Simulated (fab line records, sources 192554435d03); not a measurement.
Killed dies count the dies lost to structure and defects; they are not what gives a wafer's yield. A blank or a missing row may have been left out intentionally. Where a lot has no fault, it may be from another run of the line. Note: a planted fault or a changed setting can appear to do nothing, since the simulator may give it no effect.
The tool behind it: which one? :: flow n5-finfet :: Sampling: 10 lots, 28 wafers, 6 of 1938 route steps

== WHAT THE GAUGES READ, wafer by wafer ==
N5_STI_FIN_REVEAL_FIN_H_MEAS_10.
lot: L220
measured: day 3 01:54
on: ocd-01
trench-depth-nm (nm): 51.6 52.1 52.4

lot: L221
measured: day 3 15:32
on: ocd-01
trench-depth-nm (nm): 52.0 51.0 50.9

lot: L224
measured: day 4 03:21
on: ocd-01
trench-depth-nm (nm): 52.4 51.8 51.8

lot: L225
measured: day 4 08:20
on: ocd-02
trench-depth-nm (nm): 57.1 51.9

lot: L226
measured: day 4 14:15
on: ocd-02
trench-depth-nm (nm): 57.4 57.5 52.3

lot: L230
measured: day 5 14:35
on: ocd-01
trench-depth-nm (nm): 58.6 53.0

lot: L234
measured: day 6 14:58
on: ocd-01
trench-depth-nm (nm): 51.9 51.5 50.9

lot: L239
measured: day 7 19:23
on: ocd-01
trench-depth-nm (nm): 50.2 51.3 51.9

lot: L240
measured: day 8 01:32
on: ocd-02
trench-depth-nm (nm): 51.2 52.8 51.5

lot: L241
measured: day 8 06:10
on: ocd-01
trench-depth-nm (nm): 51.5 51.8 51.8

N5_BEOL_M4_RC_MEAS_101.
lot: L220
measured: day 9 00:26
on: prober-01
DIBL_N (mV/V): 34.8 36.4 32.5
DIBL_P (mV/V): 34.6 37.3 32.9
IOFF_N (nA/um): 0.127 0.172 0.114
IOFF_P (nA/um): 0.20 0.26 0.19
ION_N (uA/um): 660 683 669
ION_P (uA/um): 460 474 470
SS_N (mV/dec): 71.4 71.5 70.7
SS_P (mV/dec): 71.7 73.3 72.3
VT_N (mV): 253.8 250.2 250.5
VT_P (mV): -248 -246 -247

lot: L221
measured: day 9 04:48
on: prober-02
DIBL_N (mV/V): 36.3 38.0 36.7
DIBL_P (mV/V): 36.2 39.1 35.7
IOFF_N (nA/um): 0.161 0.208 0.169
IOFF_P (nA/um): 0.22 0.28 0.21
ION_N (uA/um): 674 682 674
ION_P (uA/um): 462 465 454
SS_N (mV/dec): 71.1 72.0 71.8
SS_P (mV/dec): 74.1 73.7 73.2
VT_N (mV): 249.6 246.3 250.4
VT_P (mV): -247 -248 -247

lot: L224
measured: day 9 05:35
on: prober-01
DIBL_N (mV/V): 35.8 37.2 35.4
DIBL_P (mV/V): 37.4 38.3 36.6
IOFF_N (nA/um): 0.168 0.183 0.158
IOFF_P (nA/um): 0.24 0.24 0.21
ION_N (uA/um): 689 681 666
ION_P (uA/um): 473 463 459
SS_N (mV/dec): 71.4 71.7 70.7
SS_P (mV/dec): 73.3 73.6 73.8
VT_N (mV): 248.0 246.9 249.3
VT_P (mV): -249 -247 -252

lot: L225
measured: day 9 16:59
on: prober-01
DIBL_N (mV/V): 35.4 35.4
DIBL_P (mV/V): 35.3 33.7
IOFF_N (nA/um): 0.157 0.149
IOFF_P (nA/um): 0.22 0.19
ION_N (uA/um): 718 678
ION_P (uA/um): 502 465
SS_N (mV/dec): 71.0 71.2
SS_P (mV/dec): 73.0 72.4
VT_N (mV): 247.6 249.2
VT_P (mV): -247 -250

lot: L226
measured: day 10 06:41
on: prober-02
DIBL_N (mV/V): 35.6 33.9 36.5
DIBL_P (mV/V): 36.8 34.5 36.9
IOFF_N (nA/um): 0.167 0.131 0.172
IOFF_P (nA/um): 0.19 0.15 0.20
ION_N (uA/um): 724 712 679
ION_P (uA/um): 485 486 463
SS_N (mV/dec): 70.4 71.1 70.6
SS_P (mV/dec): 73.8 72.7 73.3
VT_N (mV): 247.9 248.6 248.2
VT_P (mV): -254 -256 -251

lot: L230
measured: day 11 10:11
on: prober-02
DIBL_N (mV/V): 34.8 36.1
DIBL_P (mV/V): 35.7 36.8
IOFF_N (nA/um): 0.155 0.169
IOFF_P (nA/um): 0.20 0.21
ION_N (uA/um): 730 687
ION_P (uA/um): 493 463
SS_N (mV/dec): 71.3 71.7
SS_P (mV/dec): 72.7 72.5
VT_N (mV): 247.8 245.5
VT_P (mV): -250 -251

lot: L234
measured: day 12 01:50
on: prober-01
DIBL_N (mV/V): 36.9 35.4 35.4
DIBL_P (mV/V): 35.9 34.5 34.0
IOFF_N (nA/um): 0.178 0.158 0.147
IOFF_P (nA/um): 0.21 0.20 0.18
ION_N (uA/um): 678 664 662
ION_P (uA/um): 461 453 445
SS_N (mV/dec): 72.2 72.0 71.9
SS_P (mV/dec): 73.9 72.6 73.1
VT_N (mV): 247.4 249.4 252.3
VT_P (mV): -249 -252 -254

lot: L239
measured: day 13 03:45
on: prober-02
DIBL_N (mV/V): 40.2 35.4 37.4
DIBL_P (mV/V): 39.1 34.9 37.0
IOFF_N (nA/um): 0.228 0.132 0.165
IOFF_P (nA/um): 0.27 0.19 0.22
ION_N (uA/um): 677 672 682
ION_P (uA/um): 468 462 465
SS_N (mV/dec): 72.5 70.7 71.2
SS_P (mV/dec): 74.4 72.5 73.3
VT_N (mV): 246.0 252.0 247.7
VT_P (mV): -248 -254 -249

lot: L240
measured: day 13 21:41
on: prober-01
DIBL_N (mV/V): 36.2 35.4 34.2
DIBL_P (mV/V): 37.0 37.1 34.5
IOFF_N (nA/um): 0.186 0.171 0.136
IOFF_P (nA/um): 0.23 0.22 0.18
ION_N (uA/um): 670 690 660
ION_P (uA/um): 458 465 451
SS_N (mV/dec): 72.1 71.6 71.1
SS_P (mV/dec): 73.9 74.4 72.8
VT_N (mV): 245.1 248.0 251.7
VT_P (mV): -248 -250 -253

lot: L241
measured: day 14 04:16
on: prober-02
DIBL_N (mV/V): 36.1 35.0 38.2
DIBL_P (mV/V): 36.2 35.4 39.4
IOFF_N (nA/um): 0.149 0.136 0.190
IOFF_P (nA/um): 0.18 0.17 0.24
ION_N (uA/um): 665 678 675
ION_P (uA/um): 456 459 462
SS_N (mV/dec): 71.0 70.9 71.5
SS_P (mV/dec): 72.9 73.7 74.2
VT_N (mV): 252.6 253.1 249.5
VT_P (mV): -253 -255 -248

== WHICH TOOL RAN EACH LOT (tool, then ch and the chambers of the sampled wafers, then the start) ==
lot: L220
N5_STI_FIN_REVEAL_RECESS_09: vapor-etch-01 ch 0,1, day 2 23:12
N5_STI_FIN_REVEAL_ETCH_34: rie-si-06 ch 1,3, day 3 01:17
N5_DUMMY_GATE_ALD_02: ald-sin-01 ch 0,1,2, day 3 03:28
N5_DUMMY_GATE_CMP_04: cmp-04 ch 1,2,3, day 3 07:20

lot: L221
N5_STI_FIN_REVEAL_RECESS_09: vapor-etch-02 ch 0,1, day 3 12:50
N5_STI_FIN_REVEAL_ETCH_34: rie-si-01 ch 1,2,3, day 3 14:55
N5_DUMMY_GATE_ALD_02: ald-sin-03 ch 0,1,2, day 3 16:31
N5_DUMMY_GATE_CMP_04: cmp-03 ch 0,2,3, day 3 20:23

lot: L224
N5_STI_FIN_REVEAL_RECESS_09: vapor-etch-01 ch 0,1, day 4 00:39
N5_STI_FIN_REVEAL_ETCH_34: rie-si-06 ch 0,2,3, day 4 02:44
N5_DUMMY_GATE_ALD_02: ald-sin-03 ch 0,1,3, day 4 03:32
N5_DUMMY_GATE_CMP_04: cmp-01 ch 0,2,3, day 4 09:13

lot: L225
N5_STI_FIN_REVEAL_RECESS_09: vapor-etch-01 ch 0,1, day 4 06:10
N5_STI_FIN_REVEAL_ETCH_34: rie-si-01 ch 0,2, day 4 07:44
N5_DUMMY_GATE_ALD_02: ald-sin-01 ch 1,2, day 4 09:02
N5_DUMMY_GATE_CMP_04: cmp-04 ch 1,3, day 4 12:55

lot: L226
N5_STI_FIN_REVEAL_RECESS_09: vapor-etch-01 ch 0,1, day 4 11:32
N5_STI_FIN_REVEAL_ETCH_34: rie-si-06 ch 0,2, day 4 13:38
N5_DUMMY_GATE_ALD_02: ald-sin-03 ch 0,1,2, day 4 14:26
N5_DUMMY_GATE_CMP_04: cmp-04 ch 1,2,3, day 4 18:21

lot: L230
N5_STI_FIN_REVEAL_RECESS_09: vapor-etch-01 ch 0,1, day 5 11:52
N5_STI_FIN_REVEAL_ETCH_34: rie-si-06 ch 1,3, day 5 13:59
N5_DUMMY_GATE_ALD_02: ald-sin-01 ch 0,3, day 5 14:47
N5_DUMMY_GATE_CMP_04: cmp-04 ch 2, day 5 18:39

lot: L234
N5_STI_FIN_REVEAL_RECESS_09: vapor-etch-02 ch 0,1, day 6 12:16
N5_STI_FIN_REVEAL_ETCH_34: rie-si-04 ch 0,2,3, day 6 14:22
N5_DUMMY_GATE_ALD_02: ald-sin-03 ch 0,2,3, day 6 15:09
N5_DUMMY_GATE_CMP_04: cmp-03 ch 0,3, day 6 22:08

lot: L239
N5_STI_FIN_REVEAL_RECESS_09: vapor-etch-02 ch 0,1, day 7 16:41
N5_STI_FIN_REVEAL_ETCH_34: rie-si-01 ch 0,1,3, day 7 18:46
N5_DUMMY_GATE_ALD_02: ald-sin-02 ch 0,3, day 7 19:37
N5_DUMMY_GATE_CMP_04: cmp-01 ch 0,2,3, day 8 00:20

lot: L240
N5_STI_FIN_REVEAL_RECESS_09: vapor-etch-01 ch 1, day 7 22:50
N5_STI_FIN_REVEAL_ETCH_34: rie-si-01 ch 0,2, day 8 00:55
N5_DUMMY_GATE_ALD_02: ald-sin-03 ch 0,2, day 8 01:43
N5_DUMMY_GATE_CMP_04: cmp-03 ch 1,3, day 8 08:20

lot: L241
N5_STI_FIN_REVEAL_RECESS_09: vapor-etch-01 ch 0, day 8 03:26
N5_STI_FIN_REVEAL_ETCH_34: rie-si-04 ch 0,1,2, day 8 05:33
N5_DUMMY_GATE_ALD_02: ald-sin-01 ch 1,2,3, day 8 06:58
N5_DUMMY_GATE_CMP_04: cmp-01 ch 0,1,3, day 8 12:40
- N5_STI_FIN_REVEAL_RECESS_09: chemistry HF/NH3, target SiO2, afs cycles 11, target depth 42.5 nm, sublimation time 60 s.
- N5_STI_FIN_REVEAL_ETCH_34: etches Si in H2, material Si, target depth 0.97 nm.
- N5_DUMMY_GATE_ALD_02: deposits SiO2, target thk 2 nm, pulse time 1 s.
- N5_DUMMY_GATE_CMP_04: polishes a-Si.

== AS READ BY THE TOOLS THEMSELVES (means over the sampled wafers that have a number; for cases with no such wafer, the mark the record gives instead) ==
N5_STI_FIN_REVEAL_RECESS_09.
lot: L220
tool: vapor-etch-01
drypump-motor-current-A (A): 5.5

lot: L221
tool: vapor-etch-02
drypump-motor-current-A (A): 6.2

lot: L224
tool: vapor-etch-01
drypump-motor-current-A (A): 5.5

lot: L225
tool: vapor-etch-01
drypump-motor-current-A (A): 5.5

lot: L226
tool: vapor-etch-01
drypump-motor-current-A (A): 5.5

lot: L230
tool: vapor-etch-01
drypump-motor-current-A (A): 5.5

lot: L234
tool: vapor-etch-02
drypump-motor-current-A (A): 6.2

lot: L239
tool: vapor-etch-02
drypump-motor-current-A (A): 6.3

lot: L240
tool: vapor-etch-01
drypump-motor-current-A (A): 5.7

lot: L241
tool: vapor-etch-01
drypump-motor-current-A (A): 5.4

N5_STI_FIN_REVEAL_ETCH_34.
lot: L220
tool: rie-si-06
drypump-motor-current-A (A): 5.8
oes-product-au (a.u.): 0.998
throttle-valve-pct (%): 26.0

lot: L221
tool: rie-si-01
drypump-motor-current-A (A): 5.3
oes-product-au (a.u.): 1.004
throttle-valve-pct (%): 25.8

lot: L224
tool: rie-si-06
drypump-motor-current-A (A): 5.6
oes-product-au (a.u.): 1.003
throttle-valve-pct (%): 26.0

lot: L225
tool: rie-si-01
drypump-motor-current-A (A): 5.5
oes-product-au (a.u.): 1.012
throttle-valve-pct (%): 25.9

lot: L226
tool: rie-si-06
drypump-motor-current-A (A): 5.6
oes-product-au (a.u.): 1.004
throttle-valve-pct (%): 25.6

lot: L230
tool: rie-si-06
drypump-motor-current-A (A): 5.8
oes-product-au (a.u.): 1.012
throttle-valve-pct (%): 26.1

lot: L234
tool: rie-si-04
drypump-motor-current-A (A): 5.7
oes-product-au (a.u.): 1.036
throttle-valve-pct (%): 25.8

lot: L239
tool: rie-si-01
drypump-motor-current-A (A): 5.6
oes-product-au (a.u.): 0.994
throttle-valve-pct (%): 25.8

lot: L240
tool: rie-si-01
drypump-motor-current-A (A): 5.7
oes-product-au (a.u.): 1.020
throttle-valve-pct (%): 25.9

lot: L241
tool: rie-si-04
drypump-motor-current-A (A): 5.4
oes-product-au (a.u.): 1.010
throttle-valve-pct (%): 25.9

N5_DUMMY_GATE_ALD_02.
lot: L220
tool: ald-sin-01
chamber-pressure-Torr (Torr): 2.003
heater-power-w (W): 468
precursor-pulse-height-rel: 1.010

lot: L221
tool: ald-sin-03
chamber-pressure-Torr (Torr): 2.003
heater-power-w (W): 449
precursor-pulse-height-rel: 0.989

lot: L224
tool: ald-sin-03
chamber-pressure-Torr (Torr): 2.001
heater-power-w (W): 458
precursor-pulse-height-rel: 1.011

lot: L225
tool: ald-sin-01
chamber-pressure-Torr (Torr): 2.008
heater-power-w (W): 459
precursor-pulse-height-rel: 1.014

lot: L226
tool: ald-sin-03
chamber-pressure-Torr (Torr): 2.001
heater-power-w (W): 447
precursor-pulse-height-rel: 1.005

lot: L230
tool: ald-sin-01
chamber-pressure-Torr (Torr): 2.006
heater-power-w (W): 448
precursor-pulse-height-rel: 1.002

lot: L234
tool: ald-sin-03
chamber-pressure-Torr (Torr): 2.004
heater-power-w (W): 465
precursor-pulse-height-rel: 0.981

lot: L239
tool: ald-sin-02
chamber-pressure-Torr (Torr): 2.003
heater-power-w (W): 436
precursor-pulse-height-rel: 1.006

lot: L240
tool: ald-sin-03
chamber-pressure-Torr (Torr): 1.998
heater-power-w (W): 485
precursor-pulse-height-rel: 0.995

lot: L241
tool: ald-sin-01
chamber-pressure-Torr (Torr): 2.000
heater-power-w (W): 458
precursor-pulse-height-rel: 1.011

N5_DUMMY_GATE_CMP_04.
lot: L220
tool: cmp-04
motor-current-A (A): 10.0
slurry-flow-ml-min: 149.6
time-to-endpoint-s (s): 14.3

lot: L221
tool: cmp-03
motor-current-A (A): 10.7
slurry-flow-ml-min: 149.5
time-to-endpoint-s (s): 11.4

lot: L224
tool: cmp-01
motor-current-A (A): 9.8
slurry-flow-ml-min: 149.8
time-to-endpoint-s (s): 17.7

lot: L225
tool: cmp-04
motor-current-A (A): 9.3
slurry-flow-ml-min: 149.8
time-to-endpoint-s (s): 14.4

lot: L226
tool: cmp-04
motor-current-A (A): 10.4
slurry-flow-ml-min: 150.3
time-to-endpoint-s (s): 13.6

lot: L230
tool: cmp-04
motor-current-A (A): 11.2
slurry-flow-ml-min: 149.8
time-to-endpoint-s (s): 12.8

lot: L234
tool: cmp-03
motor-current-A (A): 10.6
slurry-flow-ml-min: 150.2
time-to-endpoint-s (s): 10.2

lot: L239
tool: cmp-01
motor-current-A (A): 9.4
slurry-flow-ml-min: 150.1
time-to-endpoint-s (s): 16.6

lot: L240
tool: cmp-03
motor-current-A (A): 10.1
slurry-flow-ml-min: 150.2
time-to-endpoint-s (s): 13.1

lot: L241
tool: cmp-01
motor-current-A (A): 9.5
slurry-flow-ml-min: 150.0
time-to-endpoint-s (s): 17.7

== THE ANSWER, worked out from the rows above alone ==
Rule: usual is defined by the lots themselves. Put in order of their means at a reading, lots are off if they are a third of the lots or fewer, leave a main group of 4 or more, and stand apart from it by a gap of 3 or more times the standard deviation of the main group's means; of several such gaps the widest counts. A main group whose means are all the same, to the digits that the tables above print for the reading, isn't used. Also off: a lot with no number at a reading for which 4 or more lots have one. Any other lot the step has rows for is counted as sound. Order of review: gauges by route order, followed by the tools' own readings, for which a lot's mean as printed above is used. The first step at which some lot is off is used, and at that step the reading that is off furthest; a lot without a number counts as furthest.
Off: L225, L226, L230, at N5_STI_FIN_REVEAL_FIN_H_MEAS_10 (trench-depth-nm). For the main group the mean is 51.6 nm and the standard deviation 0.33.
A tool fits if, at a process step before that reading, it ran every lot that is off, and no sound lot after the first of them. The gauges at N5_STI_FIN_REVEAL_FIN_H_MEAS_10 aren't tried: what is off there is off at N5_BEOL_M4_RC_MEAS_101 too, on other tools, and a gauge's error can't cause that. No candidate that was tried fits.

== WHAT WAS PUT IN BY THE SIMULATOR ==
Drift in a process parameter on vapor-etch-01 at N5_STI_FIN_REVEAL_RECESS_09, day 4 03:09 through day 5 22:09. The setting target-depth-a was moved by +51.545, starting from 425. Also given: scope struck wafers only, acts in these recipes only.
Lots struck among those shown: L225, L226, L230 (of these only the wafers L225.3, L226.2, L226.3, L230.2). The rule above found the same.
